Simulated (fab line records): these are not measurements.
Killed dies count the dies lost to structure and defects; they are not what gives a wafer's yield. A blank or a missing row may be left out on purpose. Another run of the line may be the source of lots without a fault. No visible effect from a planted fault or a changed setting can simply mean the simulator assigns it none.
Struck lot and sound lot, side by side / flow n5_finfet / 16 steps out of a route of 1938
Sound: these wafers, L846.1, L846.2, L846.6. Struck: wafer L832.2; the same lot's L832.1 was not struck, so it is left out; see the end for the cause.
At each step with rows: each side's tool, then ch and its chambers, then its first start. Under that, the readings that differ: sound wafers / struck wafers / difference of the means / sigmas: that difference in standard deviations of wafers without a fault.
alike: readings with means less than 2 such deviations apart, plus words and numbers identical on both sides. not compared: withheld readings, readings lacking a value on some wafer, bounds such as >300 that could conceal the same value, and numbers that have no deviation in the record and whose values overlap.
A row with sigmas, a row that says differs or no value, or rows on one side alone: a step with any of these is where the two part. When numbers do not overlap yet have no deviation, they are printed without sigmas and do not part them. Lack of a reading on every wafer of one side parts them only where that side has two or more wafers.

first, 4 steps without rows for these wafers: N5_BEOL_M6_HM_STRIP_39 (strips TiN in peroxide tin strip, target depth 25 nm, time 158 s); N5_BEOL_M6_SRD_40 (time 30 s); N5_BEOL_M6_PRECLEAN_42 (cleans in residue remover, time 60 s); N5_BEOL_M6_SRD_43 (time 30 s).
N5_BEOL_M6_CD_MEAS_35: target cd 40 nm, target cd y 28 nm.
  struck on cd_sem-01, day 10 14:37; sound on cd_sem-01, day 14 17:33
  alike: cd_nm
N5_BEOL_M6_CURE_75: cures SiCOH lowk, time 120 s.
  sound on uv_cure-02 ch 0, day 14 17:35; struck on uv_cure-02 ch 2, day 10 14:40
  alike: lamp_power_pct, wafer_temp_C_max
then, 1 step without rows for these wafers: N5_BEOL_M6_DEGAS_44 (time 60 s).
N5_BEOL_M6_PRE_CLEAN_45: time 30 s.
  struck on pvd_sputter-01, day 10 15:20; sound on pvd_sputter-01, day 14 18:19
  alike: heater_power_w
then, 1 step without rows for these wafers: N5_BEOL_M6_ALD_77 (deposits TaN, target thk 2 nm, pulse time 2 s, purge time 3 s).
N5_BEOL_M6_SURFACE_TREAT_79:
  struck on pvd_sputter-02, day 10 15:46; sound on pvd_sputter-01, day 14 18:41
  not compared: throttle_valve_pct
then, 1 step without rows for these wafers: N5_BEOL_M6_CVD_78 (deposits Co from CCTBA/H2, target thk 2 nm, time 142.3 s).
N5_BEOL_M6_SPUTTER_48: material Cu, target thk 10 nm, time 1.667 s.
  struck on pvd_sputter-02, day 10 16:05; sound on pvd_sputter-01, day 14 19:08
  alike: throttle_valve_pct
N5_BEOL_M6_ECD_50: material Cu, target thk 300 nm.
  sound on ecd_cu-01 ch 0,1, day 14 19:16; struck on ecd_cu-01 ch 1, day 10 16:12
reading=model.Cu_of_BEOL_M6_ECD_50.thk_nm (nm); sound=301.4 307.4 301.4; struck=418.4; difference=+115.0; sigmas=
N5_BEOL_M6_ANNEAL_51: time 90 s.
  sound on rtp_anneal-01 ch 0, day 14 19:22; struck on rtp_anneal-02 ch 0, day 10 16:29
  alike: wafer_temp_C_max
N5_BEOL_M6_CMP_52: polishes, stops on SiCOH lowk, t overpolish 6.9 s, target thk 80 nm.
  sound on cmp-02 ch 2,3, day 14 19:43; struck on cmp-01 ch 1, day 10 16:50
reading=motor_current_A (A); sound=6.9 5.6 7.0; struck=5.2; difference=-1.3; sigmas=-2
reading=time_to_endpoint_s (s); sound=59 60 59; struck=89; difference=+30; sigmas=+8
N5_BEOL_M6_THK_MEAS_53: measures by xrf.
  struck on film_metro-02, day 10 17:05; sound on film_metro-01, day 14 19:58
  alike: M6_THK

== WHERE THEY PART ==
Only at N5_BEOL_M6_CMP_52, as far as this record shows. Later steps at which nothing parts them and some readings are alike: N5_BEOL_M6_THK_MEAS_53.

WHY: whatever the simulator had introduced
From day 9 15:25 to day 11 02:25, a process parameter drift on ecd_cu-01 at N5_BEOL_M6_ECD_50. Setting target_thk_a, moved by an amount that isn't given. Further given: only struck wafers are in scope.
